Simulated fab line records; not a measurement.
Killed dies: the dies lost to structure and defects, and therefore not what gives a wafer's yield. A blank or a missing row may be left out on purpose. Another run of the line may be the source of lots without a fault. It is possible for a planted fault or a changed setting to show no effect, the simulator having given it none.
Matching of chambers / flow n5 finfet / N5_HKMG_FIN_ALD_21 on ald metal-03: 4 sister chambers
The step deposits TiN, target thk 1.5 nm, pulse time 1 s, purge time 3 s. 18 wafers are shown with their chamber, then 9 later ones without.

## WAFERS WITH THEIR CHAMBER
wafer=L075.2; chamber=0; heater power w (W)=789; susceptor temp C (C)=399.73; precursor pulse height rel=0.980
wafer=L075.4; chamber=2; heater power w (W)=647; susceptor temp C (C)=400.11; precursor pulse height rel=0.971
wafer=L075.5; chamber=3; heater power w (W)=831; susceptor temp C (C)=399.94; precursor pulse height rel=0.994
wafer=L076.1; chamber=2; heater power w (W)=670; susceptor temp C (C)=400.08; precursor pulse height rel=0.993
wafer=L076.4; chamber=0; heater power w (W)=767; susceptor temp C (C)=399.77; precursor pulse height rel=1.017
wafer=L076.5; chamber=0; heater power w (W)=786; susceptor temp C (C)=400.15; precursor pulse height rel=1.004
wafer=L077.3; chamber=1; heater power w (W)=827; susceptor temp C (C)=400.17; precursor pulse height rel=0.992
wafer=L077.5; chamber=0; heater power w (W)=782; susceptor temp C (C)=399.88; precursor pulse height rel=1.039
wafer=L077.6; chamber=1; heater power w (W)=837; susceptor temp C (C)=400.08; precursor pulse height rel=1.013
wafer=L086.3; chamber=1; heater power w (W)=830; susceptor temp C (C)=399.94; precursor pulse height rel=1.013
wafer=L086.4; chamber=3; heater power w (W)=816; susceptor temp C (C)=399.83; precursor pulse height rel=0.993
wafer=L086.5; chamber=2; heater power w (W)=653; susceptor temp C (C)=400.12; precursor pulse height rel=1.010
wafer=L088.3; chamber=2; heater power w (W)=688; susceptor temp C (C)=400.25; precursor pulse height rel=1.029
wafer=L088.5; chamber=0; heater power w (W)=791; susceptor temp C (C)=400.21; precursor pulse height rel=0.995
wafer=L088.6; chamber=3; heater power w (W)=838; susceptor temp C (C)=399.81; precursor pulse height rel=0.986
wafer=L091.1; chamber=3; heater power w (W)=828; susceptor temp C (C)=399.84; precursor pulse height rel=1.022
wafer=L091.2; chamber=0; heater power w (W)=797; susceptor temp C (C)=400.15; precursor pulse height rel=1.000
wafer=L091.4; chamber=2; heater power w (W)=663; susceptor temp C (C)=400.15; precursor pulse height rel=1.020

SIGNATURES, as means of the wafers listed above
reading=heater power w; chamber 0=785.33; chamber 1=831.33; chamber 2=664.20; chamber 3=828.25; scatter within a chamber=11.5
reading=susceptor temp C; chamber 0=399.9817; chamber 1=400.0633; chamber 2=400.1420; chamber 3=399.8550; scatter within a chamber=0.142
reading=precursor pulse height rel; chamber 0=1.00583; chamber 1=1.00600; chamber 2=1.00460; chamber 3=0.99875; scatter within a chamber=0.0193
Rule: a wafer's distance from a chamber is the root of the sum, over the readings, of the square of ((its reading less the chamber's mean) divided by the reading's scatter). If the next closest chamber is less than 2 further off than the closest, the wafer can't be placed; otherwise it belongs to the closest. The scatter: the root of (the sum of the squares of (reading less its chamber's mean) over the shown wafers, divided by (wafers less chambers)).

## WAFERS WITHOUT THEIR CHAMBER
wafer=L092.1; heater power w (W)=770; susceptor temp C (C)=400.09; precursor pulse height rel=1.004
wafer=L092.2; heater power w (W)=802; susceptor temp C (C)=399.87; precursor pulse height rel=0.993
wafer=L092.3; heater power w (W)=658; susceptor temp C (C)=399.95; precursor pulse height rel=0.996
wafer=L094.1; heater power w (W)=826; susceptor temp C (C)=399.79; precursor pulse height rel=0.995
wafer=L094.4; heater power w (W)=650; susceptor temp C (C)=400.08; precursor pulse height rel=0.973
wafer=L094.5; heater power w (W)=798; susceptor temp C (C)=399.68; precursor pulse height rel=1.005
wafer=L097.3; heater power w (W)=832; susceptor temp C (C)=400.04; precursor pulse height rel=1.007
wafer=L097.5; heater power w (W)=784; susceptor temp C (C)=400.22; precursor pulse height rel=1.001
wafer=L097.6; heater power w (W)=834; susceptor temp C (C)=400.27; precursor pulse height rel=1.039

## WHICH CHAMBER EACH ONE RAN IN
wafer=L092.1; from the rows above=0; in truth=0
wafer=L092.2; from the rows above=can't be placed: 0 or 3 or 1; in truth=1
wafer=L092.3; from the rows above=2; in truth=2
wafer=L094.1; from the rows above=can't be placed: 3 or 1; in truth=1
wafer=L094.4; from the rows above=2; in truth=2
wafer=L094.5; from the rows above=can't be placed: 0 or 3 or 1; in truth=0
wafer=L097.3; from the rows above=can't be placed: 1 or 3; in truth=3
wafer=L097.5; from the rows above=0; in truth=0
wafer=L097.6; from the rows above=can't be placed: 1 or 3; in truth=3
Placed correctly: 4 of 9. From these rows, 5 cannot be placed; in 5 the true chamber is one of the candidates. Placed wrongly: 0.
